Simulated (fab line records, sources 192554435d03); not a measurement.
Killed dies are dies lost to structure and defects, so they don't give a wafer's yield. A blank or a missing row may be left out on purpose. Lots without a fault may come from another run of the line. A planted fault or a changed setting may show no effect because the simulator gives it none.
Which tool did it? | flow n5_finfet | 7 lots, 21 wafers sampled, at 2 steps of a route of 1938

WHAT THE GAUGES READ, wafer by wafer
N5_BEOL_M8_INSPECT_13: inspects for defects (brightfield).
lot  | measured     | on                | raw_defect_count
L828 | day 9 07:46  | defect_inspect-02 | 442 341 519
L829 | day 9 18:47  | defect_inspect-02 | 507 555 411
L836 | day 11 03:10 | defect_inspect-02 | 329 291 470
L838 | day 11 23:55 | defect_inspect-02 | 356 259 370
L845 | day 13 18:02 | defect_inspect-02 | 393 345 540
L847 | day 14 07:08 | defect_inspect-02 | 359 380 269
L850 | day 15 00:52 | defect_inspect-02 | 435 455 355

WHICH TOOL RAN EACH LOT (tool, then ch and the chambers of the sampled wafers, then the start)
lot  | N5_BEOL_M8_CURE_74
L828 | uv_cure-02 ch 0, day 9 06:46
L829 | uv_cure-03 ch 0, day 9 14:29
L836 | uv_cure-03 ch 0, day 11 00:32
L838 | uv_cure-01 ch 1, day 11 21:55
L845 | uv_cure-03 ch 0, day 13 16:16
L847 | uv_cure-03 ch 1, day 14 05:21
L850 | uv_cure-02 ch 1, day 14 22:59
- N5_BEOL_M8_CURE_74: cures SiCOH lowk, time 240 s.

THE ANSWER, worked out from the rows above alone
Rule: what is usual is taken from the lots themselves. Put in order of their means at a reading, lots are off if they are a third of the lots or fewer, leave a main group of 4 or more, and stand apart from it by a gap of 3 or more times the standard deviation of the main group's means; of several such gaps the widest counts. A main group whose means are all the same, to the digits that the tables above print for the reading, isn't used. A lot without any number at a reading at which 4 lots or more have one is off too. The other lots that the step has rows for count as sound.
No lot is off at any reading shown: from this, nothing can be told.

WHAT THE SIMULATOR HAD PUT IN
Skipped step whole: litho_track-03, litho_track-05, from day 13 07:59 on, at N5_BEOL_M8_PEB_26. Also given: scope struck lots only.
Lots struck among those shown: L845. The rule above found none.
